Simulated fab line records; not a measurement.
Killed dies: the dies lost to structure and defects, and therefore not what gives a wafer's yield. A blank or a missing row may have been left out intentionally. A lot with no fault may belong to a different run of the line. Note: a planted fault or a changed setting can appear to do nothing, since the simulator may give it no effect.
Which tool was responsible? -- flow n5 finfet -- 12 lots, 35 wafers sampled, at 2 steps of a route of 1938

== WHAT EACH GAUGE READ, for each wafer ==
N5_BEOL_M6_OCD_MEAS_38.
lot,measured,on,trench depth nm (nm)
L198,day 10 11:15,ocd-02,94.0 97.7 91.5
L196,day 11 05:25,ocd-02,98.0 95.1 91.5
L199,day 11 08:27,ocd-01,95.0 94.6 95.9
L201,day 11 11:59,ocd-01,98.9 94.8 97.1
L197,day 11 12:11,ocd-02,92.0 93.6 92.8
L205,day 12 13:47,ocd-01,92.2 93.7 92.6
L206,day 13 14:01,ocd-02,94.3 94.2
L207,day 13 15:56,ocd-02,93.9 94.6 94.7
L213,day 14 17:14,ocd-02,95.0 98.6 97.8
L216,day 15 01:13,ocd-01,96.1 90.6 91.3
L217,day 16 11:25,ocd-02,96.1 97.6 95.2
L219,day 17 14:37,ocd-02,95.7 94.0 96.2

N5_BEOL_M6_CD_MEAS_35: target cd 40 nm, target cd y 28 nm.
lot,measured,on,cd nm (nm)
L198,day 10 11:24,cd sem-01,40.2 39.8 40.0
L196,day 11 05:34,cd sem-03,40.4 39.4 39.6
L199,day 11 08:37,cd sem-01,41.3 40.8 41.1
L201,day 11 12:08,cd sem-03,40.4 40.0 40.5
L197,day 11 12:20,cd sem-03,40.1 39.5 39.9
L205,day 12 13:56,cd sem-01,40.1 39.3 39.7
L206,day 13 14:10,cd sem-03,40.1 40.5
L207,day 13 16:05,cd sem-03,39.0 41.3 40.2
L213,day 14 17:23,cd sem-02,40.2 40.0 40.7
L216,day 15 01:28,cd sem-01,40.2 40.2 40.1
L217,day 16 11:34,cd sem-03,40.2 40.7 40.4
L219,day 17 14:46,cd sem-02,40.1 39.1 39.2

== EACH LOT AND THE TOOL THAT RAN IT (in order: tool; ch and the chambers of the sampled wafers; start) ==
Before these readings, the record contains no process step.

== WHAT THE TOOLS THEMSELVES READ (means of the sampled wafers that have a number; where no wafer has one, the mark that the record gives instead) ==
The record holds no such reading with a usual standard deviation.

== THE ANSWER, worked out from the rows above alone ==
Rule: the lots themselves supply what counts as usual. The widest of any qualifying gaps counts: lots, ordered by their means at a reading, are off when they make up no more than a third of the lots, leave a main group of 4 or more, and stand apart from it by 3 or more times the standard deviation of that group's means. Not used: any main group whose means are identical at the precision the tables above print for the reading. A lot without any number at a reading at which 4 lots or more have one is off too. Where the step has rows for the other lots, those lots are counted as sound. After the gauges, taken in route order, come the tools' own readings; for these a lot's mean is taken, as printed above. At the first step where some lot is off, the reading lying furthest off is the one used; lots without a number count as furthest.
No lot is off at any reading shown: from this, nothing can be told.

== WHAT THE SIMULATOR PUT IN ==
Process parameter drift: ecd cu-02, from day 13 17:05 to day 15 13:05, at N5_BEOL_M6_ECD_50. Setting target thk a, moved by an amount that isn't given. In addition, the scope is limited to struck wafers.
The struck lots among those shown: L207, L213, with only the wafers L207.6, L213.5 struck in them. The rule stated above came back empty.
